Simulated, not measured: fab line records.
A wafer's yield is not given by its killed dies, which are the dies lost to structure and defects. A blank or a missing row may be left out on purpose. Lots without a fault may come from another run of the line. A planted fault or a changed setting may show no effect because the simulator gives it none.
Chamber matching | flow n5Finfet | N5_BEOL_M0_DEP_125 on pecvd-03: 3 sister chambers
The step deposits SiCN from 3MS/NH3, target thk 8 nm, time 14 s. 18 wafers are shown with their chamber, then 9 later ones without.

## WAFERS WITH THEIR CHAMBER
wafer  | chamber | throttleValvePct (%) | showerheadPlenumPTorr (Torr) | chamberPressureTorr (Torr)
L076.1 | 2       | 8.7                  | 3.662                        | 3.012
L076.4 | 1       | 8.9                  | 3.665                        | 2.990
L076.5 | 0       | 9.1                  | 3.677                        | 2.988
L079.1 | 1       | 8.9                  | 3.659                        | 3.000
L079.2 | 0       | 9.3                  | 3.670                        | 2.988
L079.3 | 2       | 9.0                  | 3.668                        | 2.999
L081.1 | 0       | 9.0                  | 3.669                        | 3.003
L081.2 | 2       | 9.2                  | 3.667                        | 2.993
L081.5 | 2       | 9.1                  | 3.669                        | 2.996
L082.3 | 2       | 9.3                  | 3.669                        | 3.003
L082.4 | 1       | 8.7                  | 3.683                        | 3.006
L082.6 | 0       | 9.3                  | 3.682                        | 3.002
L087.1 | 2       | 8.8                  | 3.664                        | 2.996
L087.4 | 0       | 9.2                  | 3.675                        | 2.995
L087.5 | 2       | 8.9                  | 3.659                        | 3.001
L090.3 | 0       | 9.2                  | 3.675                        | 2.997
L090.4 | 0       | 9.3                  | 3.673                        | 2.989
L090.6 | 1       | 8.8                  | 3.666                        | 2.995

SIGNATURES (means of the wafers above)
reading               | chamber 0 | chamber 1 | chamber 2 | scatter within a chamber
throttleValvePct      | 9.200     | 8.825     | 9.000     | 0.161
showerheadPlenumPTorr | 3.67443   | 3.66825   | 3.66543   | 0.00591
chamberPressureTorr   | 2.99457   | 2.99775   | 3.00000   | 0.00646
Rule: for each reading, subtract the chamber's mean from the wafer's reading, divide by that reading's scatter and square the result; add these up over the readings and take the root, which gives the wafer's distance from the chamber. If the next closest chamber is less than 2 further off than the closest, the wafer can't be placed; otherwise it belongs to the closest. The scatter is the square root of a quotient: the sum, over the shown wafers, of each reading's squared deviation from its chamber's mean, divided by wafers minus chambers.

## WAFERS WITH NO CHAMBER GIVEN
wafer  | throttleValvePct (%) | showerheadPlenumPTorr (Torr) | chamberPressureTorr (Torr)
L092.1 | 9.0                  | 3.673                        | 3.009
L092.3 | 9.2                  | 3.682                        | 2.999
L092.4 | 8.8                  | 3.656                        | 2.991
L094.2 | 9.4                  | 3.680                        | 3.000
L094.4 | 8.4                  | 3.676                        | 3.001
L094.5 | 9.4                  | 3.676                        | 3.002
L097.1 | 8.8                  | 3.670                        | 3.010
L097.5 | 9.4                  | 3.677                        | 3.004
L097.6 | 9.2                  | 3.675                        | 3.006

## CHAMBER TAKEN BY EACH
wafer  | from the rows above          | in truth
L092.1 | can't be placed: 2 or 1 or 0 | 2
L092.3 | can't be placed: 0 or 2 or 1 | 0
L092.4 | can't be placed: 1 or 2 or 0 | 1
L094.2 | can't be placed: 0 or 2      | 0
L094.4 | can't be placed: 1 or 2      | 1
L094.5 | can't be placed: 0 or 2      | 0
L097.1 | can't be placed: 1 or 2 or 0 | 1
L097.5 | can't be placed: 0 or 2      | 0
L097.6 | can't be placed: 0 or 2 or 1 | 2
Correctly placed: 0 of 9. From these rows, 9 cannot be placed; in 9 the true chamber is one of the candidates. Placed wrongly: 0.
